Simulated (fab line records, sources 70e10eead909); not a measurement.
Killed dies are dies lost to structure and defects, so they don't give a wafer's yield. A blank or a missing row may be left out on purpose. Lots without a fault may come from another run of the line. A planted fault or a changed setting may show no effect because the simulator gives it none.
A struck lot beside a sound one | flow nand_harc | 24 steps out of a route of 1302
Sound: wafers L754.3, L754.5, L754.6. Struck: wafers L772.1, L772.2, L772.6. The cause comes at the end.
At each step with rows: each side's tool, then ch and its chambers, then its first start. Under that, the readings that differ: sound wafers | struck wafers | difference of the means | sigmas: that difference in standard deviations of wafers without a fault.
alike: readings whose means differ by less than 2 such deviations, and words and numbers that are the same on both sides. not compared: withheld readings, readings that some wafer has no value for, bounds like >300 that may hide the same value, and numbers for which the record gives no deviation and whose values overlap.
The two part at a step that has a row with sigmas, a row that says differs or no value, or rows on one side only. Numbers that don't overlap but have no deviation are shown without sigmas and don't part them. A reading that every wafer of one side lacks parts them only if that side has two wafers or more.

first, 1 step without rows for these wafers: NHARC_P_M0_SRD_25.
NHARC_P_M0_INSPECT_27:
  sound on defect_inspect-01, day 6 04:07; struck on defect_inspect-01, day 13 14:18
  alike: raw_defect_count
NHARC_P_M0_PRE_CLEAN_31: time 12 s.
  sound on pecvd-02 ch 0,2, day 6 04:13; struck on pecvd-01 ch 0,2, day 13 14:22
  alike: heater_power_outer_w, heater_power_w
NHARC_P_M0_DEP_32: deposits SiCN, target thk 30 nm.
  sound on pecvd-02 ch 0,2, day 6 04:21; struck on pecvd-01 ch 0,2, day 13 14:27
  alike: heater_power_outer_w, heater_power_w
then, 7 steps without rows for these wafers: NHARC_P_M1_DEP_00 (deposits SiOC, target thk 182.5 nm); NHARC_P_M1_DEHYDRATE_01 (time 120 s); NHARC_P_M1_HMDS_02 (time 30 s); NHARC_P_M1_COAT_34 (time 65 s); NHARC_P_M1_COAT_03 (resist thk 90 nm); NHARC_P_M1_SOFTBAKE_04 (time 55 s); NHARC_P_M1_EBR_05.
NHARC_P_M1_EXPOSE_06: exposes mask P M1, target cd 130 nm.
  sound on arfi_scanner-02 ch 0, day 6 05:23; struck on arfi_scanner-01 ch 0, day 13 15:26
  reading              | sound             | struck               | difference | sigmas
  exposure_dose_mJ_cm2 | 81.80 81.76 81.80 | 107.82 107.72 107.82 | +26.00     | +99 or more
  alike: mask
then, 2 steps without rows for these wafers: NHARC_P_M1_PEB_07 (peb time 65 s); NHARC_P_M1_DEVELOP_08 (develop time 35 s).
NHARC_P_M1_CD_MEAS_09: target cd 130 nm.
  sound on cd_sem-01 ch 0, day 6 05:31; struck on cd_sem-01 ch 0
  reading    | sound             | struck            | difference | sigmas
  cd_nm (nm) | 130.1 129.9 129.9 | 146.0 147.3 146.7 | +16.7      | +25
  not compared: hold
NHARC_P_M1_OVL_MEAS_10: pitch 260 nm.
  sound on overlay-02, day 6 05:36; struck on overlay-01, day 14 03:29
  reading           | sound          | struck                                                                        | difference                   | sigmas
  hold              | - - -          | await_dispo/11.6h/release await_dispo/11.6h/release await_dispo/11.6h/release | no value on the sound wafers |
  overlay_x_nm (nm) | -0.4 -0.8 -0.8 | 1.0 1.0 0.4                                                                   | +1.5                         | +2
  alike: overlay_y_nm
NHARC_P_M1_INSPECT_11:
  sound on defect_inspect-01, day 6 05:38; struck on defect_inspect-02, day 14 03:31
  alike: raw_defect_count
NHARC_P_M1_DESCUM_14: chemistry O2, time 3 s.
  sound on rie_diel-02 ch 0,2,3, day 6 05:43; struck on rie_diel-02 ch 1,2, day 14 03:34
  reading               | sound             | struck            | difference | sigmas
  model.P_M1.cd_nm (nm) | 130.6 130.3 129.5 | 145.3 147.9 145.9 | +16.2      |
  alike: drypump_motor_current_A, o2_flow_sccm, oes_product_au, rf_vpp_V, showerhead_plenum_p_Torr, throttle_valve_pct
  not compared: rf_hours_counter_h
NHARC_P_M1_ETCH_35: etches the open film in N2/H2, target depth 40 nm, overetch 12 nm, time 43.94 s.
  sound on rie_diel-02 ch 0,1, day 6 05:47; struck on rie_diel-02 ch 1,2,3, day 14 03:40
  alike: drypump_motor_current_A, oes_product_au, rf_vpp_V, showerhead_plenum_p_Torr, throttle_valve_pct
  not compared: rf_hours_counter_h
NHARC_P_M1_ETCH_15: etches the open film in C4F8/Ar, target depth 182.5 nm, time 91.2 s.
  sound on rie_diel-02 ch 1,2; struck on rie_diel-02 ch 0,1,3
  alike: oes_product_au, rf_vpp_V
  not compared: rf_hours_counter_h
NHARC_P_M1_CD_MEAS_16:
  sound on cd_sem-01, day 6 06:01; struck on cd_sem-03, day 14 04:04
  reading    | sound             | struck            | difference | sigmas
  cd_nm (nm) | 130.6 130.4 129.5 | 145.4 148.3 145.7 | +16.3      | +18
  not compared: hold
NHARC_P_M1_STRIP_18: strips in N2/H2.
  sound on rie_diel-04 ch 0,2,3, day 6 06:10; struck on rie_diel-04 ch 2,3, day 14 06:55
  reading | sound | struck                                                                     | difference                   | sigmas
  hold    | - - - | await_dispo/2.8h/release await_dispo/2.8h/release await_dispo/2.8h/release | no value on the sound wafers |
  alike: drypump_motor_current_A, oes_product_au, rf_vpp_V, showerhead_plenum_p_Torr, throttle_valve_pct
  not compared: rf_hours_counter_h
NHARC_P_M1_ETCH_28: etches the open film in CF4/N2, target depth 30 nm, time 72.99 s.
  sound on rie_diel-04 ch 0,3; struck on rie_diel-04 ch 0,3
  reading               | sound             | struck            | difference | sigmas
  model.P_M1.cd_nm (nm) | 132.2 131.2 130.2 | 146.4 147.9 145.8 | +15.5      |
  alike: drypump_motor_current_A, oes_product_au, rf_vpp_V, showerhead_plenum_p_Torr, throttle_valve_pct
  not compared: rf_hours_counter_h
then, 1 step without rows for these wafers: NHARC_P_M1_STRIP_19 (strips in post etch residue remover, time 600 s).

WHERE THEY PART
First at NHARC_P_M1_EXPOSE_06; last, within this record, at NHARC_P_M1_STRIP_18. Later steps at which nothing parts them and some readings are alike: NHARC_P_M1_ETCH_28.

WHY: what the simulator had put in
Process parameter drift: arfi_scanner-01, from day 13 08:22 on, at NHARC_P_M1_EXPOSE_06. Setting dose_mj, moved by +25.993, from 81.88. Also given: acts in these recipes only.
